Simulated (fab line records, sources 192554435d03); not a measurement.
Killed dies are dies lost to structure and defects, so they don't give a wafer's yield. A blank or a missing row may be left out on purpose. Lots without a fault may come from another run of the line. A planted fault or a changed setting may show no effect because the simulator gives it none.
Chamber matching | flow n5_finfet | N5_HKMG_FIN_ALD_71 on ald_metal-01: 4 sister chambers
The step deposits TiN, target thk 1 nm, pulse time 1 s, purge time 3 s. 14 wafers are shown with their chamber, then 7 later ones without.

WAFERS WITH THEIR CHAMBER
wafer  | chamber | heater_power_w (W) | precursor_pulse_height_rel | susceptor_temp_C (C)
L074.3 | 3       | 903                | 0.992                      | 399.73
L074.4 | 0       | 764                | 1.012                      | 399.84
L074.6 | 3       | 878                | 0.975                      | 399.99
L076.1 | 1       | 930                | 0.975                      | 399.77
L076.4 | 3       | 919                | 1.001                      | 399.88
L076.6 | 0       | 771                | 0.996                      | 399.77
L078.2 | 0       | 801                | 1.035                      | 399.59
L078.3 | 3       | 924                | 0.976                      | 399.92
L078.6 | 2       | 1022               | 1.007                      | 399.99
L086.2 | 0       | 775                | 0.977                      | 400.01
L086.3 | 1       | 913                | 0.995                      | 399.69
L086.4 | 3       | 906                | 0.985                      | 400.27
L089.1 | 2       | 1033               | 1.011                      | 399.75
L089.5 | 0       | 774                | 1.030                      | 400.15

SIGNATURES (means of the wafers above)
reading                    | chamber 0 | chamber 1 | chamber 2 | chamber 3 | scatter within a chamber
heater_power_w             | 777.00    | 921.50    | 1027.50   | 906.00    | 15.1
precursor_pulse_height_rel | 1.01000   | 0.98500   | 1.00900   | 0.98580   | 0.0173
susceptor_temp_C           | 399.8720  | 399.7300  | 399.8700  | 399.9580  | 0.194
Rule: a wafer's distance from a chamber is the root of the sum, over the readings, of the square of ((its reading less the chamber's mean) divided by the reading's scatter). The wafer belongs to the nearest chamber; if the next one is less than 2 further off, it can't be placed. The scatter: the root of (the sum of the squares of (reading less its chamber's mean) over the shown wafers, divided by (wafers less chambers)).

WAFERS WITHOUT THEIR CHAMBER
wafer  | heater_power_w (W) | precursor_pulse_height_rel | susceptor_temp_C (C)
L089.6 | 931                | 0.979                      | 400.13
L095.2 | 791                | 0.999                      | 400.02
L095.5 | 783                | 1.021                      | 400.32
L095.6 | 914                | 0.963                      | 399.76
L096.3 | 889                | 0.986                      | 399.67
L096.5 | 1009               | 0.981                      | 400.10
L096.6 | 921                | 1.003                      | 399.73

WHICH CHAMBER EACH WENT THROUGH
wafer  | from the rows above     | in truth
L089.6 | can't be placed: 3 or 1 | 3
L095.2 | 0                       | 0
L095.5 | 0                       | 0
L095.6 | can't be placed: 1 or 3 | 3
L096.3 | can't be placed: 3 or 1 | 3
L096.5 | 2                       | 2
L096.6 | can't be placed: 1 or 3 | 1
Placed correctly: 3 of 7. Can't be placed from these rows: 4 (the true chamber is among the candidates in 4). Placed wrongly: 0.
